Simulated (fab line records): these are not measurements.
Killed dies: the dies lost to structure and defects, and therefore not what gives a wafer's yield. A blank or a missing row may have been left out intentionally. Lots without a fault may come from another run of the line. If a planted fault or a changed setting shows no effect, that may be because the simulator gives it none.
fab line records	flow nandHarc	part 1 of 2: steps 1 to 3 of 6
record lots=22	wafers=66	lastDay=33
route steps=1302 shown A_STAIRCASE@705
lots with no fault: from the same line, run without faults
startH: hours from the record's first day to the start of the lot's first wafer shown	waitH: hours since the lot's step before	" identical to the entry in the row above	L1.1+2: one row covering several wafers at once	- either no value or no given start	* or withheld: withheld	< > ~ a bound
route shown NAME@n: a module of which the file shows steps, and the number in the route of the first	usual: mean and standard deviation over wafers with no fault	same: alike in all rows	chamber/n: place in a boat	sites: the reading at each site	_std_site: their standard deviation	_edge_site: inner sites' mean taken away from outer sites' mean	radiusMm: how far each site lies from the wafer's centre	mask NAME#n: copy n	behind: the tool/chamber that last shaped the wafer	hold: cause of the lot's hold/its duration in hours/its outcome	device: names the non-switching transistor (n, p or np)	end of line: the tests these same wafers got at the end of their route	where a step has no rows: the recipe by itself	killed: at the first sort, the dies lost to defects and structure; wafer yield is something else	map: per-die view of a wafer (x killed, . not killed, _ where there is no die)
set.NAME: setting as actually run; set.NAME@STEP: the setting as run at that earlier step	model.NAME: the simulator's own value behind a step, which no gauge read
a sample of lots followed through the steps of the route, with each step as a table and each wafer as a row
services: when a tool's chamber went out of use (startH, in hours from the record's first day, below 0 if earlier), for how many hours, and the reason
## steps
# step NHARC_A_STAIRCASE_TRIM_191
# recipe timeS=211.2	o2FlowSccm=500	arFlowSccm=0	biasW=0	chemistry=O2
# usual drypumpMotorCurrentA=5.7/0.58	mfcArSccm=0.002/0.0062	oesProductAu=1.002/0.011	rfVppV=57.7/0.85	showerheadPlenumPTorr=3.52/0.17	throttleValvePct=17.037/0.0099
lot.wafer	tool	chamber	startH	waitH	drypumpMotorCurrentA	mfcArSccm	oesProductAu	rfHoursCounterH	rfVppV	showerheadPlenumPTorr	throttleValvePct
L074.1	rieDiel-11	1	-	-	6.3	0	1.015	33	58.2	3.50	17.022
L074.2	"	2	"	"	5.3	0	1.027	33	57.6	3.42	17.029
L074.6	"	0	"	"	6.0	0	1.009	-	58.5	3.76	17.057
L075.2	rieDiel-11	3	-	-	6.2	0	0.998	30	59.2	3.79	17.033
L075.3	"	1	"	"	6.3	0	1.011	34	57.3	3.50	17.038
L075.4	"	2	"	"	5.3	0	1.029	33	56.5	3.42	17.057
L076.2	rieDiel-13	0	-	-	6.5	0	1.007	7	57.1	3.46	17.038
L076.1	"	2	"	"	5.6	0	1.000	9	57.4	3.41	17.051
L076.5	"	0	"	"	6.5	0	1.013	-	57.8	3.46	17.035
L077.2	rieDiel-11	0	-	-	6.0	0	0.999	37	58.1	3.75	17.038
L077.4	"	1	"	"	6.3	0	1.003	40	57.6	3.50	17.036
L077.6	"	2	"	"	5.3	0	1.023	-	57.7	3.42	17.040
L079.2	rieDiel-11	0	-	-	6.0	0	1.006	43	58.3	3.75	17.015
L079.1	"	1	"	"	6.3	0	1.002	46	58.3	3.49	17.032
L079.5	"	3	"	"	6.2	0	1.004	-	57.8	3.78	17.032
L078.3	rieDiel-11	2	-	-	5.3	0	1.013	48	58.8	3.41	17.035
L078.2	"	0	"	"	6.0	0	1.013	43	58.4	3.75	17.043
L078.6	"	2	"	"	5.3	0	1.013	-	56.5	3.41	17.033
L080.3	rieDiel-03	3	-	-	5.9	0	1.034	18	56.9	3.60	17.022
L080.6	"	3	"	"	5.9	0	1.019	-	56.5	3.60	17.035
L080.5	"	0	"	"	5.4	0	1.017	-	57.8	3.39	17.044
L081.3	rieDiel-11	1	-	-	6.3	0	1.002	52	56.8	3.49	17.047
L081.1	"	2	"	"	5.3	0	1.028	55	57.4	3.41	17.025
L081.6	"	1	"	"	6.3	0	1.005	-	58.7	3.49	17.057
L082.3	rieDiel-11	0	-	-	6.0	0	1.006	3	57.8	3.74	17.048
L082.1	"	1	"	"	6.3	0	0.986	5	58.4	3.49	17.034
L082.5	"	2	"	"	5.3	0	1.007	-	57.7	3.40	17.047
L083.2	rieDiel-03	3	-	-	5.9	0	1.016	28	58.3	3.60	17.030
L083.1	"	0	"	"	5.5	0	1.005	43	58.2	3.39	17.049
L083.5	"	3	"	"	5.9	0	1.024	-	57.3	3.60	17.031
L085.3	rieDiel-11	0	-	-	6.0	0	1.006	5	58.5	3.74	17.029
L085.5	"	1	"	"	6.3	0	0.988	-	57.8	3.49	17.038
L085.6	"	2	"	"	5.3	0	1.005	-	57.8	3.40	17.041
L084.3	rieDiel-13	0	-	-	6.5	0	1.028	39	58.3	3.44	17.043
L084.6	"	3	"	"	5.2	0	1.005	-	57.9	3.78	17.027
L084.5	"	0	"	"	6.5	0	1.009	-	58.5	3.44	17.045
L086.2	rieDiel-03	3	-	-	5.8	0	1.006	7	57.0	3.59	17.037
L086.3	"	0	"	"	5.5	0	0.994	7	58.5	3.38	17.035
L086.6	"	0	"	"	5.4	0	1.001	-	56.0	3.38	17.032
L089.3	rieDiel-03	3	-	-	5.9	0	1.010	13	58.4	3.59	17.034
L089.1	"	1	"	"	4.7	0.021	0.993	13	58.1	3.28	17.034
L089.4	"	3	"	"	5.9	0	1.006	-	56.9	3.59	17.015
L088.4	rieDiel-13	3	-	-	5.3	0	0.991	62	58.3	3.77	17.046
L088.6	"	1	"	"	4.8	0	0.989	-	58.1	3.42	17.043
L088.5	"	2	"	"	5.6	0	1.001	-	57.3	3.38	17.016
L090.2	rieDiel-03	3	-	-	5.9	0	1.003	17	58.6	3.58	17.026
L090.3	"	0	"	"	5.4	0	0.995	17	56.9	3.38	17.039
L090.6	"	2	"	"	5.8	0	0.994	-	57.4	3.56	17.037
L091.3	rieDiel-11	1	-	-	6.3	0	0.990	30	57.7	3.47	17.044
L091.2	"	0	"	"	6.0	0	0.995	33	57.9	3.73	17.038
L091.6	"	2	"	"	5.3	0	1.005	-	57.0	3.39	17.040
L092.1	rieDiel-13	3	-	-	5.3	0	0.994	4	57.6	3.77	17.043
L092.5	"	1	"	"	4.8	0	0.986	-	58.6	3.41	17.018
L092.6	"	2	"	"	5.6	0	0.998	-	57.0	3.38	17.037
L093.3	rieDiel-13	0	-	-	6.5	0	0.993	4	57.8	3.43	17.030
L093.2	"	2	"	"	5.7	0	1.002	4	56.5	3.37	17.034
L093.5	"	0	"	"	6.5	0	0.995	-	57.7	3.43	17.043
L094.1	rieDiel-13	0	-	-	6.5	0	1.016	7	55.7	3.43	17.052
L094.3	"	1	"	"	4.8	0	0.997	7	57.5	3.41	17.030
L094.6	"	0	"	"	6.5	0	1.012	-	56.8	3.43	17.049
L095.4	rieDiel-13	0	-	-	6.5	0	0.994	17	57.8	3.42	17.027
L095.1	"	2	"	"	5.6	0	0.998	17	57.8	3.37	17.048
L095.5	"	1	"	"	4.8	0	0.991	-	56.7	3.41	17.033
L097.4	rieDiel-11	2	-	-	5.3	0	1.029	49	59.2	3.38	17.043
L097.2	"	3	"	"	6.2	0	1.001	52	58.1	3.75	17.047
L097.5	"	1	"	"	6.3	0	0.996	-	58.7	3.46	17.039
# step NHARC_A_STAIRCASE_DESCUM_219
# recipe timeS=3	o2FlowSccm=200	arFlowSccm=0	biasPowerW=0	chemistry=O2
# usual drypumpMotorCurrentA=5.7/0.52	mfcArSccm=0.002/0.006	oesProductAu=1.000/0.012	rfVppV=57.8/0.84	showerheadPlenumPTorr=1.91/0.096	throttleValvePct=11.311/0.0095
lot.wafer	tool	chamber	startH	waitH	drypumpMotorCurrentA	mfcArSccm	oesProductAu	rfHoursCounterH	rfVppV	showerheadPlenumPTorr	throttleValvePct
L074.1	rieDiel-03	2	363.37	-	5.8	0	0.986	26	56.2	1.93	11.304
L074.2	"	1	"	"	4.7	0.021	1.015	23	58.3	1.78	11.328
L074.6	"	1	"	"	4.7	0.021	1.000	-	57.3	1.78	11.299
L075.2	rieDiel-11	2	363.67	-	5.3	0	1.021	35	56.6	1.85	11.314
L075.4	"	3	"	"	6.2	0	1.011	32	59.8	2.07	11.303
L075.3	"	0	"	"	5.9	0	1.012	31	58.8	2.05	11.312
L076.1	rieDiel-11	2	377.04	-	5.3	0	1.022	39	55.2	1.85	11.308
L076.2	"	0	"	"	6.0	0	0.997	35	56.6	2.05	11.327
L076.5	"	3	"	"	6.2	0	1.005	-	57.4	2.06	11.325
L077.2	rieDiel-13	2	384.94	-	5.6	0	0.982	12	57.0	1.84	11.292
L077.4	"	3	"	"	5.2	0	1.004	12	56.3	2.07	11.318
L077.6	"	0	"	"	6.5	0	1.003	-	57.8	1.87	11.335
L079.2	rieDiel-11	2	402.15	-	5.3	0	1.015	50	57.4	1.85	11.309
L079.1	"	0	"	"	6.0	0	1.007	44	58.5	2.04	11.320
L079.5	"	1	"	"	6.3	0	1.001	-	58.4	1.89	11.314
L078.3	rieDiel-11	1	402.22	-	6.3	0	1.008	48	57.3	1.89	11.320
L078.2	"	0	"	"	6.0	0	1.025	44	59.1	2.04	11.317
L078.6	"	1	"	"	6.3	0	1.017	-	58.1	1.89	11.308
L080.3	rieDiel-11	2	421.71	-	5.3	0	1.017	56	57.4	1.84	11.310
L080.6	"	0	"	"	6.0	0	1.013	-	57.1	2.04	11.299
L080.5	"	1	"	"	6.3	0	0.995	-	58.3	1.89	11.304
L081.3	rieDiel-11	0	422.06	-	6.0	0	1.017	51	57.0	2.04	11.307
L081.1	"	2	"	"	5.3	0	1.030	56	57.1	1.84	11.302
L081.6	"	0	"	"	6.0	0	1.015	-	57.9	2.04	11.308
L082.3	rieDiel-03	1	452.56	-	4.7	0.021	0.994	44	57.6	1.77	11.293
L082.1	"	0	"	"	5.4	0	1.003	44	57.4	1.83	11.312
L082.5	"	3	"	"	5.9	0	1.008	-	56.5	1.95	11.311
L083.2	rieDiel-11	3	453.38	-	6.2	0	0.981	4	58.3	2.06	11.328
L083.1	"	0	"	"	6.0	0	0.999	4	57.8	2.04	11.301
L083.5	"	2	"	"	5.3	0	1.004	-	56.7	1.84	11.289
L085.3	rieDiel-13	0	461.94	-	6.5	0	1.014	40	56.9	1.86	11.313
L085.6	"	0	"	"	6.5	0	1.018	-	57.1	1.86	11.329
L085.5	"	1	"	"	4.8	0	0.999	-	57.1	1.85	11.301
L084.3	rieDiel-11	3	462.20	-	6.2	0	0.991	6	58.3	2.06	11.326
L084.5	"	3	"	"	6.2	0	0.986	-	58.8	2.05	11.303
L084.6	"	0	"	"	6.0	0	1.005	-	58.5	2.04	11.309
L086.2	rieDiel-11	2	488.11	-	5.3	0	1.009	14	56.8	1.84	11.312
L086.3	"	3	"	"	6.2	0	0.986	15	58.9	2.05	11.310
L086.6	"	1	"	"	6.3	0	0.990	-	57.4	1.89	11.324
L089.4	rieDiel-03	3	502.98	-	5.8	0	1.007	15	58.8	1.95	11.306
L089.1	"	1	"	"	4.7	0.021	0.994	15	57.8	1.77	11.305
L089.3	"	2	"	"	5.8	0	0.980	0	57.4	1.93	11.320
L088.4	rieDiel-03	0	504.39	-	5.4	0	0.999	16	57.8	1.83	11.302
L088.5	"	3	"	"	5.8	0	1.005	-	57.3	1.95	11.310
L088.6	"	0	"	"	5.5	0	1.001	-	57.6	1.82	11.321
L090.3	rieDiel-11	3	514.71	-	6.2	0	0.994	21	58.6	2.05	11.308
L090.2	"	1	"	"	6.3	0	1.004	22	58.1	1.88	11.318
L090.6	"	2	"	"	5.3	0	1.013	-	58.5	1.84	11.311
L091.2	rieDiel-13	1	537.22	-	4.8	0	0.995	3	57.2	1.85	11.313
L091.3	"	3	"	"	5.2	0	0.997	3	57.9	2.05	11.305
L091.6	"	1	"	"	4.8	0	0.985	-	58.7	1.85	11.299
L092.1	rieDiel-11	2	543.55	-	5.3	0	1.005	33	57.4	1.83	11.300
L092.6	"	2	"	"	5.3	0	0.993	-	57.0	1.83	11.314
L092.5	"	3	"	"	6.2	0	0.990	-	57.4	2.04	11.309
L093.3	rieDiel-03	2	543.85	-	5.8	0	0.996	14	58.3	1.93	11.312
L093.2	"	3	"	"	5.8	0	0.999	28	57.1	1.94	11.324
L093.5	"	3	"	"	5.8	0	1.008	-	57.6	1.94	11.323
L094.3	rieDiel-03	3	555.57	-	5.9	0	1.004	31	58.9	1.94	11.330
L094.1	"	0	"	"	5.4	0	0.986	31	58.0	1.82	11.306
L094.6	"	2	"	"	5.8	0	0.980	-	58.1	1.92	11.331
L095.4	rieDiel-03	2	576.69	-	5.8	0	0.986	18	58.0	1.92	11.313
L095.1	"	3	"	"	5.9	0	1.004	33	57.8	1.94	11.315
L095.5	"	1	"	"	4.7	0.021	0.995	-	57.4	1.76	11.309
L097.4	rieDiel-03	2	592.35	-	5.8	0	0.980	22	57.0	1.92	11.311
L097.2	"	0	"	"	5.4	0	0.990	39	57.6	1.82	11.324
L097.5	"	1	"	"	4.7	0.021	0.987	-	56.7	1.76	11.317
# step NHARC_A_STAIRCASE_TRIM_226
# recipe timeS=211.2	o2FlowSccm=500	arFlowSccm=0	biasW=0	chemistry=O2
# usual drypumpMotorCurrentA=5.7/0.52	mfcArSccm=0.002/0.0062	oesProductAu=1.000/0.011	rfVppV=57.9/0.92	showerheadPlenumPTorr=3.53/0.17	throttleValvePct=17.037/0.0094
lot.wafer	tool	chamber	startH	waitH	drypumpMotorCurrentA	mfcArSccm	oesProductAu	rfHoursCounterH	rfVppV	showerheadPlenumPTorr	throttleValvePct
L075.3	rieDiel-11	1	-	-	6.3	0	1.008	35	58.5	3.50	17.048
L075.2	"	2	"	"	5.3	0	1.021	35	59.2	3.42	17.038
L075.4	"	3	"	"	6.2	0	0.989	32	59.5	3.79	17.034
L074.1	rieDiel-03	0	-	-	5.4	0	1.008	23	58.0	3.40	17.040
L074.2	"	2	"	"	5.8	0	0.989	26	58.4	3.56	17.043
L074.6	"	0	"	"	5.4	0	1.016	-	57.7	3.40	17.026
L076.1	rieDiel-11	1	-	-	6.3	0	1.011	38	58.1	3.50	17.037
L076.2	"	2	"	"	5.3	0	1.028	39	58.7	3.42	17.024
L076.5	"	1	"	"	6.3	0	1.014	-	58.2	3.50	17.040
L077.4	rieDiel-13	1	-	-	4.8	0	0.985	10	55.6	3.44	17.039
L077.2	"	0	"	"	6.5	0	1.001	10	58.1	3.46	17.032
L077.6	"	2	"	"	5.6	0	0.999	-	57.6	3.41	17.026
L079.1	rieDiel-11	3	-	-	6.2	0	1.000	48	57.3	3.78	17.034
L079.2	"	0	"	"	6.0	0	0.995	45	59.1	3.75	17.038
L079.5	"	2	"	"	5.3	0	1.018	-	57.3	3.41	17.048
L078.2	rieDiel-11	3	-	-	6.2	0	1.008	48	58.1	3.78	17.058
L078.3	"	0	"	"	6.0	0	1.010	45	57.9	3.75	17.039
L078.6	"	2	"	"	5.3	0	1.025	-	57.8	3.41	17.041
L080.3	rieDiel-11	2	-	-	5.3	0	1.023	57	57.9	3.41	17.028
L080.6	"	3	"	"	6.2	0	0.998	-	58.1	3.78	17.047
L080.5	"	0	"	"	6.0	0	0.989	-	59.9	3.75	17.053
L081.1	rieDiel-11	3	-	-	6.2	0	0.997	55	58.1	3.78	17.050
L081.3	"	0	"	"	6.0	0	1.001	52	58.6	3.75	17.060
L081.6	"	2	"	"	5.3	0	1.019	-	58.6	3.41	17.034
L082.1	rieDiel-03	0	-	-	5.5	0	1.011	44	57.2	3.39	17.031
L082.3	"	1	"	"	4.7	0.021	1.007	45	57.0	3.28	17.020
L082.5	"	3	"	"	5.9	0	1.007	-	58.1	3.59	17.041
L083.1	rieDiel-11	0	-	-	6.0	0	1.016	4	57.9	3.74	17.028
L083.2	"	2	"	"	5.3	0	1.009	6	57.1	3.40	17.040
L083.5	"	0	"	"	6.0	0	1.002	-	58.0	3.74	17.052
L085.3	rieDiel-13	2	-	-	5.6	0	0.992	48	57.0	3.39	17.050
L085.5	"	2	"	"	5.6	0	1.001	-	58.9	3.39	17.048
L085.6	"	3	"	"	5.2	0	1.009	-	57.9	3.78	17.036
L084.3	rieDiel-11	3	-	-	6.2	0	0.985	7	57.4	3.77	17.038
L084.6	"	1	"	"	6.3	0	0.994	-	57.9	3.48	17.036
L084.5	"	2	"	"	5.3	0	1.013	-	57.2	3.40	17.033
L086.3	rieDiel-11	2	-	-	5.3	0	0.998	14	57.3	3.40	17.034
L086.2	"	3	"	"	6.2	0	0.978	15	57.9	3.77	17.029
L086.6	"	3	"	"	6.2	0	0.981	-	57.0	3.77	17.033
L089.4	rieDiel-03	3	-	-	5.9	0	1.002	15	58.3	3.59	17.036
L089.1	"	0	"	"	5.4	0	0.993	16	57.2	3.38	17.054
L089.3	"	1	"	"	4.7	0.021	0.986	16	58.1	3.28	17.038
L088.4	rieDiel-03	3	-	-	5.9	0	1.007	16	58.5	3.59	17.031
L088.6	"	1	"	"	4.7	0.021	0.999	-	56.9	3.28	17.047
L088.5	"	2	"	"	5.9	0	1.006	-	58.2	3.56	17.037
L090.2	rieDiel-11	3	-	-	6.2	0	0.979	21	58.8	3.76	17.036
L090.3	"	0	"	"	6.0	0	1.001	22	60.2	3.73	17.053
L090.6	"	3	"	"	6.2	0	0.981	-	58.4	3.76	17.052
L091.2	rieDiel-13	1	-	-	4.8	0	1.002	3	57.4	3.41	17.030
L091.3	"	3	"	"	5.2	0	0.997	4	58.8	3.77	17.030
L091.6	"	1	"	"	4.8	0	0.997	-	56.8	3.41	17.043
L092.1	rieDiel-11	0	-	-	6.0	0	1.005	36	58.0	3.72	17.036
L092.5	"	3	"	"	6.2	0	0.992	-	58.8	3.75	17.048
L092.6	"	0	"	"	6.0	0	1.006	-	58.6	3.72	17.028
L093.3	rieDiel-03	3	-	-	5.9	0	1.005	29	59.7	3.58	17.034
L093.2	"	0	"	"	5.4	0	0.997	29	56.6	3.37	17.054
L093.5	"	3	"	"	5.9	0	1.013	-	59.4	3.58	17.019
L094.1	rieDiel-03	0	-	-	5.5	0	1.003	31	55.0	3.37	17.039
L094.3	"	1	"	"	4.7	0.021	1.000	31	57.4	3.27	17.033
L094.6	"	1	"	"	4.7	0.021	0.994	-	58.7	3.27	17.017
L095.1	rieDiel-03	0	-	-	5.4	0	0.997	34	58.1	3.37	17.023
L095.4	"	1	"	"	4.7	0.021	1.003	34	57.4	3.27	17.045
L095.5	"	1	"	"	4.7	0.021	0.995	-	57.4	3.27	17.037
L097.4	rieDiel-03	2	-	-	5.8	0	0.976	23	57.4	3.54	17.010
L097.2	"	0	"	"	5.4	0	0.988	40	59.2	3.36	17.046
L097.5	"	3	"	"	5.8	0	1.011	-	57.7	3.57	17.046
